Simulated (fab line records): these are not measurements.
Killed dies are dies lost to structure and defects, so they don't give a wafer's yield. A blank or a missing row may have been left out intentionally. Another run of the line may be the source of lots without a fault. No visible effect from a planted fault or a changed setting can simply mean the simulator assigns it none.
A struck lot beside a sound one ; flow n5_finfet ; 40 out of 1938 route steps
Sound: these wafers, L584.3, L584.4, L584.6. Struck: wafer L586.5 (L586.1, L586.2, from the same lot, were not struck and are left out); the cause is given at the end.
Per side, at each step with rows, come the tool, then ch with its chambers, and then its first start. Under that, the readings that differ: sound wafers ; struck wafers ; difference of the means ; sigmas: that difference in standard deviations of wafers without a fault.
alike: readings with means less than 2 such deviations apart, plus words and numbers identical on both sides. not compared: withheld readings, readings lacking a value on some wafer, bounds such as >300 that could conceal the same value, and numbers that have no deviation in the record and whose values overlap.
A row with sigmas, a row that says differs or no value, or rows on one side alone: a step with any of these is where the two part. Non-overlapping numbers with no deviation appear without sigmas and do not part them. A reading missing from all wafers of one side parts the sides only when that side holds two or more wafers.

first, 9 steps without rows for these wafers: N5_BEOL_M0_SAQP_DEVELOP_13 (develop time 30 s); N5_BEOL_M0_SAQP_DESCUM_19 (chemistry O2, time 7.9 s); N5_BEOL_M0_SAQP_ETCH_83 (etches SiARC in CF4, target depth 39 nm, time 65 s); N5_BEOL_M0_SAQP_ETCH_84 (etches SOC in N2/H2, target depth 100 nm, overetch 20 nm, time 150 s); N5_BEOL_M0_SAQP_STRIP_80 (strips in N2/H2); N5_BEOL_M0_SAQP_HM_OPEN_112 (chemistry CHF3/O2, target SiO2, stops on a-Si, target depth 12 nm, time 13.5 s); N5_BEOL_M0_SAQP_STRIP_113 (strips in CHF3/O2); N5_BEOL_M0_SAQP_MANDREL_ETCH_20 (etches a-Si in HBr/Cl2, stops on SiNx, target depth 60 nm, bt time 10 s, time 30 s); N5_BEOL_M0_SAQP_STRIP_86 (strips in N2/H2).
N5_BEOL_M0_SAQP_STRIP_115: strips in post etch residue remover, time 60 s.
  sound on wet_bench-01 ch 1,2,3, day 8 02:13; struck on wet_bench-04 ch 0,2,3, day 8 10:20
then, 26 steps without rows for these wafers: N5_BEOL_M0_SAQP_SRD_93 (time 30 s); N5_BEOL_M0_SAQP_RECESS_114 (chemistry HF/NH3, target SiO2, target depth 14.4 nm, afs cycles 3, sublimation time 60 s); N5_BEOL_M0_SAQP_SPACER1_ALD_98 (deposits SiO2, target thk 12.8 nm, pulse time 1 s, purge time 2 s); N5_BEOL_M0_SAQP_SPACER1_ETCHBACK_99 (etches SiO2 in CHF3/O2, target depth 15.4 nm, time 7.7 s); N5_BEOL_M0_SAQP_MANDREL1_REMOVE_100 (chemistry HBr/Cl2/O2, target a-Si, stops on SiNx, bt time 10 s); N5_BEOL_M0_SAQP_ETCH_101 (etches SiNx in CH3F/O2, target depth 29.9 nm, time 42.7 s); N5_BEOL_M0_SAQP_ETCH_102 (etches SiO2 in CF4, target depth 4 nm, time 4.4 s); N5_BEOL_M0_SAQP_MANDREL_ETCH_103 (etches a-Si in HBr/Cl2, stops on SiCN, target depth 45 nm, bt time 10 s, time 27 s); N5_BEOL_M0_SAQP_RECESS_104 (chemistry HF/NH3, target SiO2, target depth 18 nm, afs cycles 3, sublimation time 60 s); N5_BEOL_M0_SAQP_COAT_105 (time 60 s, resist thk 100 nm); N5_BEOL_M0_SAQP_ETCH_106 (etches SOC in N2/H2, stops on SiNx, target depth 150 nm); N5_BEOL_M0_SAQP_ETCH_107 (etches SiNx in CH3F/O2, target depth 30 nm); N5_BEOL_M0_SAQP_STRIP_108 (strips in N2/H2); N5_BEOL_M0_SAQP_RECESS_109 (chemistry HF/NH3, target SiO2, target depth 3 nm, afs cycles 1, sublimation time 60 s); N5_BEOL_M0_SAQP_SPACER2_ALD_26 (deposits SiO2, target thk 15 nm, pulse time 1 s, purge time 2 s); N5_BEOL_M0_SAQP_SPACER2_ETCHBACK_27 (etches SiO2 in CHF3/O2, target depth 22.5 nm, time 11.25 s); N5_BEOL_M0_SAQP_MANDREL2_REMOVE_110 (chemistry HBr/Cl2/O2, target a-Si, stops on SiCN, bt time 10 s); N5_BEOL_M0_SAQP_COAT_69 (time 60 s, resist thk 90 nm); N5_BEOL_M0_SAQP_COAT_72 (time 60 s, resist thk 15 nm); N5_BEOL_M0_SAQP_COAT_87 (time 60 s, resist thk 5 nm); N5_BEOL_M0_SAQP_COAT_34 (resist thk 30 nm); N5_BEOL_M0_SAQP_EBR_36; N5_BEOL_M0_SAQP_SOFTBAKE_35 (time 60 s); N5_BEOL_M0_SAQP_EXPOSE_37 (exposes mask M0 CUT1, target cd 30 nm); N5_BEOL_M0_SAQP_PEB_38 (peb time 60 s); N5_BEOL_M0_SAQP_DEVELOP_39 (develop time 30 s).
N5_BEOL_M0_SAQP_INSPECT_42: inspects for defects (brightfield).
  sound on defect_inspect-01, day 8 05:37; struck on defect_inspect-01, day 8 15:02
reading;sound;struck;difference;sigmas
raw_defect_count;363 326 257;985;+670;+9
N5_BEOL_M0_CUTY_INSPECT_59: inspects for defects (macro).
  sound on defect_inspect-02, day 8 07:01; struck on defect_inspect-01, day 8 18:02
reading;sound;struck;difference;sigmas
raw_defect_count;2 1 1;>300;differs;
-- record jumps: 3 days separate the struck wafers' starts on either side; left off in module BEOL_M0_CUTY, taken up again in module BEOL_M4, whose first shown step is the route's number 1111 --
N5_BEOL_M4_RC_MEAS_101:
  sound on prober-02 ch 0, day 10 22:32; struck on prober-02 ch 0, day 11 09:22
  alike: DIBL_N, DIBL_P, IOFF_N, IOFF_P, ION_N, ION_P, SS_N, SS_P, VT_N, VT_P
-- a jump in the record: the struck wafers' starts before and after are 5 days apart (it breaks off in module BEOL_M4 and resumes in module PASSIVATION, where the first step shown is number 1936 of the route) --
N5_PASSIVATION_PROBE_49:
  record: rows for the struck wafers here (prober-01, day 15 21:37), none for the sound ones

== WHERE THEY PART ==
First at N5_BEOL_M0_SAQP_INSPECT_42; last, within this record, at N5_PASSIVATION_PROBE_49.

WHY: what had been put in by the simulator
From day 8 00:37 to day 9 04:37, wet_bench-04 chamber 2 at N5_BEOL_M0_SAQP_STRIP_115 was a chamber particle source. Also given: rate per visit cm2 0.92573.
